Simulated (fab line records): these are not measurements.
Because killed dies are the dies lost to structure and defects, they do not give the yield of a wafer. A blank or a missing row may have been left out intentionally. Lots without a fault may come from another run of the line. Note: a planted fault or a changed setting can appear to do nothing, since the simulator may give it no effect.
Chamber matching / flow n5_finfet / N5_BEOL_M10_CURE_71 on uv_cure-01: 3 sister chambers
The step cures SiCOH lowk, time 240 s. 3 wafers are shown with their chamber, then 7 later ones without.

WAFERS, EACH WITH ITS CHAMBER
wafer=L077.6 chamber=0 wafer_temp_C_max=386.5
wafer=L080.4 chamber=2 wafer_temp_C_max=386.8
wafer=L087.5 chamber=1 wafer_temp_C_max=389.2

WAFERS MISSING THEIR CHAMBER
wafer=L087.6 wafer_temp_C_max=387.4
wafer=L088.1 wafer_temp_C_max=386.8
wafer=L088.5 wafer_temp_C_max=386.6
wafer=L088.6 wafer_temp_C_max=386.7
wafer=L094.3 wafer_temp_C_max=386.6
wafer=L094.4 wafer_temp_C_max=386.5
wafer=L094.6 wafer_temp_C_max=386.4

WHICH CHAMBER EACH WENT THROUGH
wafer=L087.6; from the rows above=can't be placed: 2 or 0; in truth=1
wafer=L088.1; from the rows above=can't be placed: 2 or 0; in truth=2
wafer=L088.5; from the rows above=can't be placed: 0 or 2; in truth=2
wafer=L088.6; from the rows above=can't be placed: 2 or 0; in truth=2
wafer=L094.3; from the rows above=can't be placed: 0 or 2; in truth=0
wafer=L094.4; from the rows above=can't be placed: 0 or 2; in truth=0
wafer=L094.6; from the rows above=can't be placed: 0 or 2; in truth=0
Correct placement for 0 of the 7. These rows do not allow placing 7 (true chamber among the candidates in 6). Number placed wrongly: 0.
How it was worked out, from the rows above alone: a wafer's distance from a chamber is the root of the sum, over the readings, of the square of ((its reading less the chamber's mean) divided by the reading's scatter). If the next closest chamber is less than 2 further off than the closest, the wafer can't be placed; otherwise it belongs to the closest. Each chamber's mean is taken over the wafers shown for it. The scatter (one wafer shown for each chamber): square how far every hidden wafer sits from the nearest shown wafer, average those squares and take the square root.
